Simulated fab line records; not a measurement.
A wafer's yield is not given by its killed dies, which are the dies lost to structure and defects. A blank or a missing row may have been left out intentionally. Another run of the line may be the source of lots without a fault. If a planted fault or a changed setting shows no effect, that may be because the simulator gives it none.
Chamber matching | flow nandHarc | NHARC_A_CHANNEL_FILL_D2_CMP_10 on cmp-04 has 4 sister chambers
The step polishes, target thk 150 nm. 8 wafers are shown with their chamber, then 8 later ones without.

== EACH WAFER AND ITS CHAMBER ==
wafer  | chamber | motorCurrentA (A) | timeToEndpointS (s)
L075.5 | 1       | 13.2              | 19
L077.4 | 0       | 10.0              | 12
L085.2 | 1       | 12.8              | 18
L085.4 | 0       | 10.5              | 13
L089.1 | 2       | 13.1              | 14
L089.3 | 3       | 13.0              | 16
L089.6 | 3       | 12.9              | 16
L091.1 | 2       | 12.9              | 17

== WAFERS WITH NO CHAMBER GIVEN ==
wafer  | motorCurrentA (A) | timeToEndpointS (s)
L091.2 | 13.9              | 19
L091.3 | 12.9              | 22
L095.3 | 13.0              | 15
L095.5 | 10.0              | 15
L095.6 | 13.5              | 20
L097.1 | 10.0              | 16
L097.2 | 12.6              | 23
L097.5 | 13.1              | 21

== CHAMBER TAKEN BY EACH ==
wafer  | from the rows above          | in truth
L091.2 | can't be placed: 1 or 3 or 2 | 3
L091.3 | 1                            | 1
L095.3 | can't be placed: 2 or 3      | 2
L095.5 | 0                            | 0
L095.6 | can't be placed: 1 or 3 or 2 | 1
L097.1 | 0                            | 0
L097.2 | can't be placed: 1 or 3      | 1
L097.5 | 1                            | 1
Placed correctly: 4 of 8. Cannot be placed on the basis of these rows: 4; the candidates contain the true chamber in 4. Number placed wrongly: 0.
How it was worked out, from the rows above alone: a wafer's distance from a chamber is the root of the sum, over the readings, of the square of ((its reading less the chamber's mean) divided by the reading's scatter). If the next closest chamber is less than 2 further off than the closest, the wafer can't be placed; otherwise it belongs to the closest. For every chamber, the mean is computed from those of its wafers that are shown. How the scatter is found: for the shown wafers, subtract from each reading the mean of its chamber, square and add these, divide the total by (wafers less chambers), then take the root.
